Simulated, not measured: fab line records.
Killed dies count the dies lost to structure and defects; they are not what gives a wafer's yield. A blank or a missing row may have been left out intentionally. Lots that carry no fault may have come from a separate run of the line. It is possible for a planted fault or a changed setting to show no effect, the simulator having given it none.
fab line records -- flow n5Finfet
record lots=4, wafers=12, lastDay=16
route steps=1938 shown BEOL_M4@1099 BEOL_M5@1112 BEOL_M10@1473 PASSIVATION@1936
lots that met no fault: taken from a fault-free run of the same line
startH: the number of hours between the record's first day and the start of the first shown wafer of the lot -- waitH: hours since the lot's step before -- " as in the row above -- L1.1+2: a row that stands for several wafers -- - either no value or no given start -- * or withheld: withheld -- < > ~ a bound
route shown NAME@n: names a module that has steps shown in the file, with the first one's number in the route -- usual: mean and standard deviation over wafers with no fault -- same: alike in all rows -- chamber/n: place in a boat -- sites: per-site readings -- _std_site: standard deviation of those values -- _edge_site: mean of outer sites minus mean of inner sites -- radiusMm: for every site, how far away it sits from the centre of the wafer -- mask NAME#n: copy n -- behind: the last tool/chamber to shape the wafer -- hold: reason for holding the lot/hours on hold/outcome of the hold -- device: whichever transistor did not switch (one of n, p or np) -- end of line: tests run on the same wafers once the route is complete -- where a step has no rows: the recipe by itself -- killed: dies that structure and defects cost at the first sort, which is not the same as the wafer's yield -- map: shows each die of a wafer: x if killed, . if not, _ if none is there
set.NAME: the setting that was run; set.NAME@STEP: the one run at that earlier step -- model.NAME: the simulator's own value behind a step, which no gauge read
a table for each step, a row for each wafer; lots at some steps of the route
services: the hour from which a tool's chamber was out of use, counted from the record's first day as startH (under 0 if before that day), plus the number of hours and why
## steps
# step N5_BEOL_M4_ANNEAL_95
# recipe tempC=400, timeS=240, ambient=vacuum
# step N5_BEOL_M4_SPUTTER_96
# recipe material=Cu, targetThkA=45, tempC=-20, chamberPressurePa=0.07, powerW=withheld, timeS=8.29
# step N5_BEOL_M4_ECD_50
# recipe material=Cu, targetThkA=3000
# step N5_BEOL_M4_ANNEAL_51
# recipe tempC=225, timeS=90, ambient=N2
# step N5_BEOL_M4_CMP_52
# recipe stopOn=SiOC, tOverpolishS=6.8, downForcePsi=1, platenRpm=50, clearingPlatenDownForcePsi=1.5, clearingPlatenRpm=50, postCmpClean=cuAlkaline, targetThkNm=40, clearingPlatenPadVelocityMS=0.99484, padVelocityMS=0.99484
# step N5_BEOL_M4_PRE_CLEAN_60
# recipe gas=NH3/H2, timeS=15, tempC=*, rfPowerW=300
# step N5_BEOL_M4_CO_CAP_55
# recipe material=Co, targetThkA=20, tempC=200, precursor=CCTBA/H2, pressureTorr=30, timeS=102.1
# step N5_BEOL_M4_PRE_CLEAN_56
# recipe gas=NH3, timeS=15, tempC=withheld, rfPowerW=300
# step N5_BEOL_M4_DEP_57
# recipe material=SiCN, targetThkA=80, tempC=withheld, precursor=3MS/NH3, pressureTorr=3, rfW=202, timeS=14
# step N5_BEOL_M4_RC_MEAS_101
# usual DIBL_N=36.8/2.2, DIBL_P=37.0/2.8, IOFF_N=0.18/0.043, IOFF_P=0.23/0.05, ION_N=680/14, ION_P=466/9.1, SS_N=71.7/0.74, SS_P=73.5/0.79, VT_N=248/4, VT_P=-249/4.1
lot.wafer,tool,chamber,startH,waitH,DIBL_N[mV/V],DIBL_P[mV/V],IOFF_N[nA/um],IOFF_P[nA/um],ION_N[uA/um],ION_P[uA/um],SS_N[mV/dec],SS_P[mV/dec],VT_N[mV],VT_P[mV]
L374.2,prober-01,0,200.53,0.4,38.9,41.4,0.22,0.23,701,473,72.8,74.2,244,-252
L374.4,prober-01,0,200.53,0.4,35.7,38.3,0.15,0.18,676,453,71.7,73.8,252,-258
L374.5,prober-01,0,200.53,0.4,38.4,41.4,0.21,0.24,686,456,72.4,74.6,247,-253
L389.1,prober-01,0,284.51,0.0,38.5,37.3,0.21,0.24,673,461,71.9,73.1,248,-246
L389.3,prober-01,0,284.51,0.0,39.8,40.3,0.25,0.30,703,480,72.1,73.8,242,-242
L389.6,prober-01,0,284.51,0.0,36.5,37.5,0.17,0.24,676,468,72.0,73.3,248,-248
L388.1,prober-02,0,284.65,0.0,37.2,37.6,0.20,0.25,696,467,71.5,73.6,247,-246
L388.3,prober-02,0,284.65,0.0,32.5,31.7,0.10,0.16,656,455,69.9,72.0,255,-254
L388.4,prober-02,0,284.65,0.0,34.2,33.8,0.13,0.18,664,459,70.6,72.0,249,-253
L391.2,prober-01,0,291.65,0.2,38.2,36.8,0.20,0.21,685,460,73.4,73.5,249,-253
L391.5,prober-01,0,291.65,0.2,39.9,39.7,0.23,0.27,689,469,73.1,74.4,244,-247
L391.6,prober-01,0,291.65,0.2,35.9,35.6,0.16,0.20,680,461,71.6,73.0,252,-253
# step N5_BEOL_M5_ILD_DEP_00
# recipe material=SiCOH_lowk, targetThkA=1406.4, tempC=300, precursor=DEMS/porogen, pressureTorr=5, rfW=500, timeS=25.9
# step N5_BEOL_M5_CURE_79
# recipe tempC=385, timeS=240, ambient=He/Ar, material=SiCOH_lowk
# step N5_BEOL_M5_PECVD_70
# recipe material=SiO2, targetThkA=160, tempC=400, precursor=TEOS/O2, pressureTorr=5.5, rfW=450, teosFlowSccm=53.8, gas=O2, flowSccm=3000, timeS=18
# step N5_BEOL_M5_HM_DEP_02
# recipe material=TiN, targetThkA=200, tempC=25, chamberPressurePa=0.49996
# step N5_BEOL_M5_COAT_59
# recipe resist=SOC, tempC=250, timeS=60, spinRpm=1500, resistThkNm=60
# step N5_BEOL_M5_COAT_60
# recipe resist=SiARC, tempC=220, timeS=60, spinRpm=1500, resistThkNm=12
# step N5_BEOL_M5_COAT_71
# recipe resist=underlayer, tempC=205, timeS=60, spinRpm=1500, resistThkNm=5
# step N5_BEOL_M5_COAT_05
# recipe resist=CAR-EUV, spinRpm=1500, resistThkNm=30
# step N5_BEOL_M5_EBR_07
# recipe solvent=PGMEA, ebrWidthMm=1.5
# step N5_BEOL_M5_SOFTBAKE_06
# recipe tempC=110, timeS=60, resist=CAR-EUV
# step N5_BEOL_M5_EXPOSE_08
# recipe maskId=M5, na=0.33, sourceShape=annular, sigmaInner=0.4, sigmaOuter=0.8, polarization=unpolarized, targetCdNm=28, doseMj=35.75
# step N5_BEOL_M5_PEB_09
# recipe pebTempC=100, pebTimeS=60, resist=CAR-EUV
# step N5_BEOL_M5_DEVELOP_10
# recipe developTimeS=30, developer=TMAH, resist=CAR-EUV, rinseLiquid=surfactantRinse, dry=airSpin, devTempC=23
# step N5_BEOL_M5_DESCUM_16
# recipe chemistry=O2, timeS=7, sourcePowerW=50, biasPowerW=20, pressureMtorr=20, rfFrequencyHz=2.712e+07, tempC=40, resist=CAR-EUV, o2FlowSccm=225
# step N5_BEOL_M5_ETCH_72
# recipe chemistry=N2/H2, target=underlayer, targetDepthA=65, maskMaterial=CAR-EUV, timeS=5.2, ionEnergyEv=200, pressureMtorr=30, sourceW=840, biasW=150, n2FlowSccm=200, h2FlowSccm=200, ends=cleared
# step N5_BEOL_M5_ETCH_61
# recipe chemistry=CF4, target=SiARC, targetDepthA=156, maskMaterial=CAR-EUV, timeS=26, ionEnergyEv=80, pressureMtorr=40, sourceW=545, biasW=36, Ar_flow_sccm=100, cf4FlowSccm=100, ends=cleared
# step N5_BEOL_M5_ETCH_62
# recipe chemistry=N2/H2, target=SOC, targetDepthA=750, overetchA=150, maskMaterial=SiARC, tempC=40, timeS=112.5, ionEnergyEv=200, pressureMtorr=30, sourceW=840, biasW=150, n2FlowSccm=200, h2FlowSccm=200
# step N5_BEOL_M5_STRIP_63
# recipe chemistry=N2/H2, tempC=40, n2FlowSccm=200, h2FlowSccm=200, rfFrequencyHz=6e+07
# step N5_BEOL_M5_STRIP_73
# recipe chemistry=N2/H2, tempC=40, n2FlowSccm=200, h2FlowSccm=200, rfFrequencyHz=6e+07
# step N5_BEOL_M5_STRIP_64
# recipe chemistry=CF4, resist=SiARC, powerW=300, biasPowerW=75, pressureMtorr=50, cf4FlowSccm=150, rfFrequencyHz=6e+07
# step N5_BEOL_M5_HM_OPEN_17
# recipe chemistry=Cl2/BCl3, targetDepthA=200, overetchA=60, target=TiN, maskMaterial=SOC, ionEnergyEv=150, pressureMtorr=10, icpW=1000, biasW=126, Cl2_flow_sccm=53.25, bcl3FlowSccm=21.75, Ar_flow_sccm=25
# step N5_BEOL_M5_STRIP_19
# recipe chemistry=O2, powerW=400, tempC=40, pressureMtorr=30, rfFrequencyHz=6e+07, biasPowerW=0, overashFraction=0.2, o2FlowSccm=225
# step N5_BEOL_M5_COAT_65
# recipe resist=SOC, tempC=250, timeS=60, spinRpm=1500, resistThkNm=60
# step N5_BEOL_M5_COAT_66
# recipe resist=SiARC, tempC=220, timeS=60, spinRpm=1500, resistThkNm=12
# step N5_BEOL_M10_PECVD_70
# recipe material=SiO2, targetThkA=200, tempC=400, precursor=TEOS/O2, pressureTorr=5.5, rfW=450, teosFlowSccm=53.8, gas=O2, flowSccm=3000, timeS=22.7
# usual chamberPressureTorr=5.501/0.013, heaterPowerOuterW=380/69, heaterPowerW=664/100, showerheadPlenumPTorr=8.79/0.032, susceptorTempC=400.01/0.2, throttleValvePct=22.6/1.1
lot.wafer,tool,chamber,startH,waitH,chamberPressureTorr,heaterPowerOuterW,heaterPowerW,showerheadPlenumPTorr,susceptorTempC,throttleValvePct
L374.2,pecvd-04,0,246.93,0.0,5.509,368,660,8.84,399.99,24.2
L374.4,pecvd-04,1,246.93,0.0,5.496,398,661,8.75,400.02,23.5
L374.5,pecvd-04,0,246.93,0.0,5.503,376,648,8.84,399.97,23.9
L389.1,pecvd-04,2,331.61,0.0,-,-,-,-,-,-
L389.3,pecvd-04,0,331.61,0.0,-,-,-,-,-,-
L389.6,pecvd-04,0,331.61,0.0,-,-,-,-,-,-
L388.1,pecvd-04,1,333.63,0.0,-,-,-,-,-,-
L388.3,pecvd-04,2,333.63,0.0,-,-,-,-,-,-
L388.4,pecvd-04,0,333.63,0.0,-,-,-,-,-,-
L391.2,pecvd-03,0,341.40,0.0,5.491,323,615,8.79,400.29,21.9
L391.5,pecvd-03,0,341.40,0.0,5.513,308,596,8.78,400.24,22.2
L391.6,pecvd-03,2,341.40,0.0,5.489,374,692,8.74,399.90,21.5
# step N5_PASSIVATION_PROBE_49
# usual defectLimitedYield=91.4/1.5, killed_at_M0_to_M3=36/11, killed_at_M4_up=14/6, killedAtContacts=11/6, killedAtFrontEnd=37/11, killedAtOther=4/3.4, killedDies=102/18, killedOnRim=13/3.5, killedOpen=66/13, killedShort=34/7.8, sort_bin_5_function=5.0/0.97, sort_bin_6_memory=3.2/0.7, sortNPass=1078/19, sortYieldPct=91.3/1.6
# same grossDies=1180, killedAtBackSide=0, sort_bin_4_leakage[%]=0, sort_bin_8_speed[%]=0
lot.wafer,tool,chamber,startH,waitH,defectLimitedYield[%],killed_at_M0_to_M3,killed_at_M4_up,killedAtContacts,killedAtFrontEnd,killedAtOther,killedDies,killedOnRim,killedOpen,killedShort,sort_bin_5_function[%],sort_bin_6_memory[%],sortNPass,sortYieldPct[%]
L389.1,prober-02,-,390.71,0.0,63.5,36,356,4,29,6,431,12,66,32,32.1,4.2,749,63.5
L389.3,prober-02,-,390.81,0.1,65.2,34,341,8,20,8,411,71,58,23,32.1,2.5,769,65.2
L389.6,prober-02,-,390.96,0.3,63.1,35,364,9,22,5,435,77,54,28,33.6,2.9,745,63.1
L391.2,prober-01,-,395.12,0.1,91.5,21,9,23,45,2,100,13,68,31,4.8,3.4,1080,91.5
L391.5,prober-01,-,395.27,0.2,92.4,18,20,18,34,0,90,6,59,29,4.3,3.1,1090,92.4
L391.6,prober-01,-,395.32,0.3,88.1,49,17,13,60,1,140,12,88,47,7.2,4.4,1040,88.1
L388.1,prober-02,-,395.46,0.0,66.7,20,324,6,42,1,393,15,56,26,30.2,2.8,787,66.7
L388.3,prober-02,-,395.56,0.1,65.7,31,300,15,57,2,405,14,82,37,29.7,4.2,775,65.7
L388.4,prober-02,-,395.61,0.2,64.7,26,347,6,34,4,417,79,55,26,32.8,2.2,763,64.7
# killed by level:class
L389.1 BEOL_M10:areaPecvd=331 BEOL_M4:geometricParticle:open=19 BEOL_M0_SAQP:geometricParticle:open=11 BEOL_M0_SAQP:geometricParticle:short=10 FIN_SAQP:geometricParticle:open=8 BEOL_M1:geometricParticle:short=6 BEOL_M3:geometricParticle:open=4 STI_FIN_REVEAL:geometricParticle:short=3
L389.3 BEOL_M10:areaPecvd=327 BEOL_M4:geometricParticle:open=10 BEOL_M3:geometricParticle:open=9 MOL_CONTACT_COAG:geometricParticle:open=7 BEOL_M0_SAQP:geometricParticle:short=7 BEOL_M1:geometricParticle:open=6 DUMMY_GATE:geometricParticle:open=5 BEOL_M0_SAQP:geometricParticle:open=4
L389.6 BEOL_M10:areaPecvd=351 BEOL_M0_SAQP:geometricParticle:short=9 BEOL_M2:geometricParticle:open=9 MOL_CONTACT_COAG:geometricParticle:open=8 BEOL_M4:geometricParticle:open=8 BEOL_M0_SAQP:geometricParticle:open=5 STARTING-WAFER:geometricParticle:short=5 BEOL_M1:geometricParticle:open=4
L391.2 MOL_CONTACT_COAG:geometricParticle:open=18 STI_FIN_REVEAL:geometricParticle:open=15 BEOL_M0_SAQP:geometricParticle:short=9 DUMMY_GATE:geometricParticle:open=7 FIN_SAQP:geometricParticle:short=6 MOL_CONTACT_COAG:geometricParticle:short=5 BEOL_M0_SAQP:geometricParticle:open=4 BEOL_M2:geometricParticle:open=4
L391.5 MOL_CONTACT_COAG:geometricParticle:open=12 BEOL_M2:geometricParticle:open=7 BEOL_M4:geometricParticle:open=7 MOL_CONTACT_COAG:geometricParticle:short=6 BEOL_M3:geometricParticle:open=6 FIN_SAQP:geometricParticle:short=5 STI_FIN_REVEAL:geometricParticle:open=5 STI_FIN_REVEAL:geometricParticle:short=4
L391.6 STI_FIN_REVEAL:geometricParticle:open=14 BEOL_M0_SAQP:geometricParticle:open=13 BEOL_M0_SAQP:geometricParticle:short=11 MOL_CONTACT_COAG:geometricParticle:open=9 DUMMY_GATE:geometricParticle:open=8 BEOL_M3:geometricParticle:open=8 FIN_SAQP:geometricParticle:open=6 FIN_SAQP:geometricParticle:short=6
L388.1 BEOL_M10:areaPecvd=311 STI_FIN_REVEAL:geometricParticle:open=13 ILD0:geometricParticle:short=6 BEOL_M3:geometricParticle:open=6 DUMMY_GATE:geometricParticle:open=5 MOL_CONTACT_COAG:geometricParticle:open=4 BEOL_M2:geometricParticle:open=4 BEOL_M7:geometricParticle:open=4
L388.3 BEOL_M10:areaPecvd=286 STI_FIN_REVEAL:geometricParticle:open=27 MOL_CONTACT_COAG:geometricParticle:open=10 BEOL_M0_SAQP:geometricParticle:short=8 BEOL_M5:geometricParticle:open=8 BEOL_M0_SAQP:geometricParticle:open=7 FIN_SAQP:geometricParticle:open=6 FIN_SAQP:geometricParticle:short=6
L388.4 BEOL_M10:areaPecvd=336 BEOL_M3:geometricParticle:open=10 FIN_SAQP:geometricParticle:open=8 STI_FIN_REVEAL:geometricParticle:open=6 BEOL_M0_SAQP:geometricParticle:short=5 MOL_CONTACT_COAG:geometricParticle:open=4 DUMMY_GATE:geometricParticle:short=3 DUMMY_GATE:geometricParticle:open=3
# map L388.4 (x killed, . not)
_________________xxxxxxx.xxxx________________
______________.xxxxxxxxxxxxxxxxx_____________
___________xx.xxxxxx.xxxxxxxxxxxxxx__________
__________xxxxxxxxx....xxxxxxxxx.xxx_________
________x..xxxx.x.x...xx...xxx.xxxxxxx_______
_______xx.xxxx.x..x..xxxxxx...xx.xxxxxx______
______xxx...xxx.xxx..xxx.x.xxxx.xxx.xx.x_____
_____x.xx..xxxxxx...x.x.x.xx..xxx.xxxxxxx____
____....xxxx..xxxxx......x.x..x..x..xxxx.x___
___.xx....xx.....x...x..x.xxx.x.xxxxxxx.xxx__
___.x....x..xxx...x.......x.xx.xx..xx.xx.xx__
__x..x.xx..x.x.x.x...x..x.....x.x.xx..x.xxxx_
__x.x.xx..x.........xxx..x...xx...x.x.xx.xxx_
_.x..x....x.........x..x.x..xxxx.xxxxxxxxxxxx
_.xx..x...........x.......x.....x.......xxxxx
_...x..x....x..........x......xx.xx...xxxx..x
_.....x........x....xx............x.x.x.xxxx.
_...............x....x.....x.....x..x.xx.xxxx
_x.x.x...x.......................xxxx.....xxx
_.x..................x............x......x.x.
_...x...........x........x..x..x.x.x....x.xxx
__...x..x...x.......x.........x.x.x....xxx.._
__......x.x.......x....x..x..x..x...x.x...xx_
___....x............x.............xx.....xx__
___....x.....x..............x....x....x..xx__
____.........x..x.........x...x...x..xxxx.___
_____...................x..........x.....____
______..x.......x......x.....x....x....x_____
_______....x.......x...................______
________x.x..x....x.............x...xx_______
__________........x.........x.x....x_________
___________.........x.......x......__________
______________...x...........x.._____________
_________________...x.....x..________________
# map L389.6 (x killed, . not)
_________________xxxxxxxxxxxx________________
______________xxxxxxxxxxxxxxxxxx_____________
___________xxx.x.xxxxxxxxxx.xxxxxxx__________
__________.xx.xx.xxx..xxxxxxxxx.xxxx_________
________.x.xxxx.xxxxx..xxxxxxxxx.xxxxx_______
_______.x...x.xxxx...xxxx.xxx.xxxxxxxxx______
______xxx.xxxx...xxx..xxxx.xx.xx.xxxxxxx_____
_____.x.x.x..x...x.xxxx.x.xx.xxxxxx.xxxxx____
____xxx..xx..xx...x.x..x...x.xxx.xxxxxxxxx___
___....x.......x..x....x....xx.x..x.xxxxxxx__
___.xx.xx...x..x..x....x.xxx.xxxx.xxxxxxxx.__
__.x..x...xx.xx.x.x.x...x...x.x.x..xxxxxxxxx_
__....xx....xx..x...xxx....x.x..xxxxxxxxxxxx_
_....xx..x.......x.xx........x.x.x.xxxxxx..xx
_........x..............xx...x..x.x.x.xx.xxx.
_........x....................x..xx.xxx..xx.x
_.x.....x..x......xx.....xx........x.xxxxxxxx
_..xx.x..............x...x....xx.x.x..xxxx...
_.....x.........x....x..x.......xx...xxx.x.xx
_............x...............x....x....xxxxx.
_...x.....x.x.....x.x...x.....x.x.....x.xx..x
__xx................x....x.........x.x.xx.x._
__....................x.....x.........xxxxx._
___x......x.................x.x...x......xx__
___.x......................x..x.....xx..xxx__
____...........x.....................xx.xx___
_____........x................xxx..x.xxxx____
______..x....x....................xx.x.x_____
_______.......................x........______
________.........................x...._______
__________.x...x.....x....x......x.._________
___________....x.....x...........x.__________
______________...x.x............_____________
_________________x..x........________________
## services
tool,chamber,startH,hours,kind
pecvd-04,2,272.32,2.5,repair
pecvd-03,1,275.80,7.2,repair
pecvd-03,0,304.17,5.5,scheduledDown
pecvd-03,-,308.30,0.8,pm
pecvd-03,0,315.83,2.1,scheduledDown
## key
firstSign step=N5_BEOL_M10_PECVD_70, reading=toolRecord, direction=missing
effect step=N5_PASSIVATION_PROBE_49, reading=killed_at_M4_up, direction=up, sigmas=55, usual=14, struck=339
moreKillsBornAt N5_BEOL_M10_PECVD_70@pecvd-04=1942
metAt N5_BEOL_M10_PECVD_70
struckWafers L388.1,L388.3,L388.4,L389.1,L389.3,L389.6
onsetBetween 246.93 331.61
fault kind=skippedStepWhole, tool=pecvd-04, chamber=-, onsetH=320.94, steps=N5_BEOL_M10_PECVD_70, scope=struckLotsOnly
